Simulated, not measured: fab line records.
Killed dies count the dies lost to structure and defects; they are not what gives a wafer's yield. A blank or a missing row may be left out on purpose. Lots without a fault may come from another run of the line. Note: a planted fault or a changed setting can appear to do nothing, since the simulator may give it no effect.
Chamber matching + flow nand harc + cmp-04 running NHARC_P_CONTACT_CMP_24: 4 sister chambers
The step polishes, t overpolish 30 s, target thk 200 nm. 8 wafers are shown with their chamber, then 10 later ones without.

## WAFERS, EACH WITH ITS CHAMBER
| wafer  | chamber | motor current A (A) | time to endpoint s (s) |
|--------|---------|---------------------|------------------------|
| L080.5 | 2       | 10.0                | 43.1                   |
| L082.3 | 2       | 9.3                 | 46.5                   |
| L082.5 | 3       | 13.9                | 37.6                   |
| L083.2 | 0       | 11.4                | 42.8                   |
| L083.4 | 1       | 11.3                | 38.7                   |
| L083.6 | 3       | 14.2                | 39.9                   |
| L085.4 | 0       | 10.8                | 40.1                   |
| L085.5 | 1       | 11.0                | 40.8                   |

## WAFERS WITHOUT THEIR CHAMBER
| wafer  | motor current A (A) | time to endpoint s (s) |
|--------|---------------------|------------------------|
| L085.6 | 11.4                | 39.6                   |
| L089.1 | 11.4                | 44.2                   |
| L089.3 | 9.7                 | 45.1                   |
| L089.6 | 11.0                | 42.2                   |
| L092.1 | 9.8                 | 47.6                   |
| L092.3 | 11.1                | 45.4                   |
| L092.6 | 10.0                | 47.7                   |
| L094.1 | 11.4                | 43.4                   |
| L094.2 | 14.3                | 38.6                   |
| L094.5 | 9.9                 | 44.7                   |

## CHAMBER TAKEN BY EACH
| wafer  | from the rows above          | in truth |
|--------|------------------------------|----------|
| L085.6 | can't be placed: 1 or 0      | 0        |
| L089.1 | can't be placed: 0 or 1      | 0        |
| L089.3 | 2                            | 2        |
| L089.6 | can't be placed: 0 or 1      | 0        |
| L092.1 | 2                            | 2        |
| L092.3 | can't be placed: 0 or 1 or 2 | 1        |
| L092.6 | 2                            | 2        |
| L094.1 | can't be placed: 0 or 1      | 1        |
| L094.2 | 3                            | 3        |
| L094.5 | 2                            | 2        |
Placed correctly: 5 of 10. From these rows, 5 cannot be placed; in 5 the true chamber is one of the candidates. 0 placed wrongly.
How it was worked out, from the rows above alone: a wafer's distance from a chamber is the root of the sum, over the readings, of the square of ((its reading less the chamber's mean) divided by the reading's scatter). The wafer belongs to the nearest chamber; if the next one is less than 2 further off, it can't be placed. The mean given for a chamber averages the wafers shown for that chamber. How the scatter is found: for the shown wafers, subtract from each reading the mean of its chamber, square and add these, divide the total by (wafers less chambers), then take the root.
